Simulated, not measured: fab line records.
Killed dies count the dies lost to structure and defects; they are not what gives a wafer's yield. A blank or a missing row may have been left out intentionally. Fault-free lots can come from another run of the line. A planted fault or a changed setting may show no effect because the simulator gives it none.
3 desks, one fault || flow nand_harc || every desk sees just its own numbers, and what lay behind them comes last

## FROM THE METROLOGY DESK
Means of the sampled wafers that have a number, per lot and without regard to the tool the lot ran on: this is what the gauges read. Any lot whose mean is over 4 standard deviations away from the usual mean is out of limits and marked OUT; that distance is given in the brackets.
Columns: A = thk_nm at NHARC_A_ONON_D2_THK_MEAS_18, usual 1001 nm
{"lot": "L540", "first seen here": "day 13 04:18", "A": 1008}
{"lot": "L541", "first seen here": "day 13 11:25", "A": 999}
{"lot": "L551", "first seen here": "day 17 09:31", "A": 987}
{"lot": "L552", "first seen here": "day 17 16:39", "A": 998}
{"lot": "L553", "first seen here": "day 18 06:37", "A": 988}
{"lot": "L555", "first seen here": "day 18 16:31", "A": 993}
{"lot": "L554", "first seen here": "day 19 06:52", "A": 1014}
{"lot": "L556", "first seen here": "day 19 18:48", "A": 1011}
{"lot": "L558", "first seen here": "day 19 23:45", "A": 1019}
{"lot": "L559", "first seen here": "day 20 20:43", "A": 984}
{"lot": "L561", "first seen here": "day 21 11:29", "A": 1002}
{"lot": "L562", "first seen here": "day 21 23:39", "A": 1006}
Result from this desk: across the 12 lots, nothing is out of limits.

## THE DEFECT DESK
For each lot, the counts of the inspections along the route, averaged over the sampled wafers that have a number. Any lot whose mean is over 4 standard deviations away from the usual mean is out of limits and marked OUT; that distance is given in the brackets.
Columns: A = raw_defect_count at NHARC_A_DECK1_JOINT_INSPECT_05, usual 342
{"lot": "L540", "first seen here": "day 12 17:27", "A": 375}
{"lot": "L541", "first seen here": "day 12 22:56", "A": 279}
{"lot": "L551", "first seen here": "day 16 19:01", "A": "1040 (+5.8) OUT"}
{"lot": "L552", "first seen here": "day 17 05:10", "A": "1121 (+6.5) OUT"}
{"lot": "L553", "first seen here": "day 17 18:27", "A": 241}
{"lot": "L555", "first seen here": "day 18 06:20", "A": 232}
{"lot": "L554", "first seen here": "day 18 20:17", "A": 273}
{"lot": "L556", "first seen here": "day 19 06:58", "A": 480}
{"lot": "L558", "first seen here": "day 19 13:41", "A": 344}
{"lot": "L559", "first seen here": "day 20 10:23", "A": 270}
{"lot": "L561", "first seen here": "day 20 22:41", "A": 214}
{"lot": "L562", "first seen here": "day 21 13:05", "A": 360}
This desk finds L551, L552 out of limits, L551 being first, at day 16 19:01 (raw_defect_count at NHARC_A_DECK1_JOINT_INSPECT_05). Within limits: L540, L541, L553, L555, L554, L556, L558, L559, L561, L562.

## FOR THE TOOL OWNER'S DESK: pecvd-02
The tool's own readings at NHARC_A_DECK1_JOINT_DEP_16 (deposits SiO2, target thk 45 nm): means of the sampled wafers that have a number, for each lot that ran on this tool. Any lot whose mean is over 4 standard deviations away from the usual mean is out of limits and marked OUT; that distance is given in the brackets.
Columns: A = heater_power_w at NHARC_A_DECK1_JOINT_DEP_16, usual 580 W; B = throttle_valve_pct at NHARC_A_DECK1_JOINT_DEP_16, usual 15.9 %
{"lot": "L551", "first seen here": "day 16 18:49", "A": 513, "B": 16.0}
{"lot": "L552", "first seen here": "day 17 05:00", "A": 530, "B": 16.3}
{"lot": "L561", "first seen here": "day 20 22:24", "A": 557, "B": 15.8}
{"lot": "L562", "first seen here": "day 21 12:48", "A": 544, "B": 15.7}
Result from this desk: across the 4 lots, nothing is out of limits.

## TAKEN TOGETHER
The defect desk could have raised an alarm at day 16 19:01, on L551, L552.
Metrology desk: nothing out of limits seen.
Nothing out of limits was seen by the tool owner's desk.
The metrology desk holds a record of L551, L552, inside its limits.
The tool owner's desk has L551, L552 on record, within its limits.
Every lot named ran NHARC_A_DECK1_JOINT_DEP_16 on pecvd-02.

## WHAT HAD BEEN PUT IN BY THE SIMULATOR
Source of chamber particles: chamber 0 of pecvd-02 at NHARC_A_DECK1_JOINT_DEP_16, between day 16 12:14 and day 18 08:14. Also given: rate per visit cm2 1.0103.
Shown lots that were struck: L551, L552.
Hours from the fault's start to each desk's first reading out of limits: the defect desk, 7.
